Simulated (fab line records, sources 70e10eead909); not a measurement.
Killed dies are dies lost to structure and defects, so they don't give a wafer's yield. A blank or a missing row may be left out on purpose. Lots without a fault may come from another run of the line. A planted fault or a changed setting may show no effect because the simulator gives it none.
Chamber matching | flow nand_harc | NHARC_P_M0_DEP_32 on pecvd-01: 3 sister chambers
The step deposits SiCN, target thk 30 nm. 14 wafers are shown with their chamber, then 7 later ones without.

WAFERS WITH THEIR CHAMBER
wafer  | chamber | heater_power_w (W)
L353.1 | 2       | 677
L353.3 | 0       | 582
L353.5 | 0       | 568
L359.1 | 2       | 567
L359.3 | 0       | 615
L359.4 | 0       | 606
L361.1 | 0       | 569
L361.2 | 2       | 556
L361.6 | 0       | 559
L362.3 | 1       | 567
L362.4 | 2       | 684
L362.5 | 0       | 531
L363.1 | 0       | 608
L363.2 | 2       | 579

SIGNATURES (means of the wafers above)
reading        | chamber 0 | chamber 1 | chamber 2 | scatter within a chamber
heater_power_w | 579.75    | 567.00    | 612.60    | 44.2
Rule: a wafer's distance from a chamber is the root of the sum, over the readings, of the square of ((its reading less the chamber's mean) divided by the reading's scatter). The wafer belongs to the nearest chamber; if the next one is less than 2 further off, it can't be placed. The scatter: the root of (the sum of the squares of (reading less its chamber's mean) over the shown wafers, divided by (wafers less chambers)).

WAFERS WITHOUT THEIR CHAMBER
wafer  | heater_power_w (W)
L363.6 | 582
L364.1 | 618
L364.2 | 661
L364.6 | 677
L366.1 | 639
L366.4 | 680
L366.6 | 617

WHICH CHAMBER EACH WENT THROUGH
wafer  | from the rows above          | in truth
L363.6 | can't be placed: 0 or 1 or 2 | 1
L364.1 | can't be placed: 2 or 0 or 1 | 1
L364.2 | can't be placed: 2 or 0 or 1 | 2
L364.6 | can't be placed: 2 or 0 or 1 | 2
L366.1 | can't be placed: 2 or 0 or 1 | 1
L366.4 | can't be placed: 2 or 0 or 1 | 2
L366.6 | can't be placed: 2 or 0 or 1 | 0
Placed correctly: 0 of 7. Can't be placed from these rows: 7 (the true chamber is among the candidates in 7). Placed wrongly: 0.
